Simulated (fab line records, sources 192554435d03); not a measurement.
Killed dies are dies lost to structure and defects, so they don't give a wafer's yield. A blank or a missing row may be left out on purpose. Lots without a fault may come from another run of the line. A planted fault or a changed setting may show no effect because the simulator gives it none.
Chamber matching | flow n5_finfet | N5_SD_EPI_N_ETCH_16 on rie_diel-04: 4 sister chambers
The step etches SiO2 in CHF3/O2, target depth 5 nm. 8 wafers are shown with their chamber, then 9 later ones without.

WAFERS WITH THEIR CHAMBER
wafer  | chamber | rf_vpp_V (V) | showerhead_plenum_p_Torr (Torr)
L079.1 | 3       | 522          | 2.39
L080.1 | 0       | 507          | 2.38
L084.1 | 3       | 523          | 2.39
L084.4 | 0       | 508          | 2.37
L086.1 | 1       | 509          | 2.48
L089.1 | 1       | 510          | 2.47
L089.2 | 2       | 540          | 2.48
L089.5 | 2       | 540          | 2.48

WAFERS WITHOUT THEIR CHAMBER
wafer  | rf_vpp_V (V) | showerhead_plenum_p_Torr (Torr)
L090.2 | 537          | 2.47
L090.4 | 539          | 2.47
L090.6 | 522          | 2.38
L091.1 | 539          | 2.47
L091.2 | 507          | 2.37
L091.6 | 539          | 2.47
L093.1 | 507          | 2.37
L093.2 | 509          | 2.47
L093.3 | 539          | 2.47

WHICH CHAMBER EACH WENT THROUGH
wafer  | from the rows above | in truth
L090.2 | 2                   | 2
L090.4 | 2                   | 2
L090.6 | 3                   | 3
L091.1 | 2                   | 2
L091.2 | 0                   | 0
L091.6 | 2                   | 2
L093.1 | 0                   | 0
L093.2 | 1                   | 1
L093.3 | 2                   | 2
Placed correctly: 9 of 9. Can't be placed from these rows: 0. Placed wrongly: 0.
How it was worked out, from the rows above alone: a wafer's distance from a chamber is the root of the sum, over the readings, of the square of ((its reading less the chamber's mean) divided by the reading's scatter). The wafer belongs to the nearest chamber; if the next one is less than 2 further off, it can't be placed. A chamber's mean is the mean of its shown wafers. The scatter: the root of (the sum of the squares of (reading less its chamber's mean) over the shown wafers, divided by (wafers less chambers)).
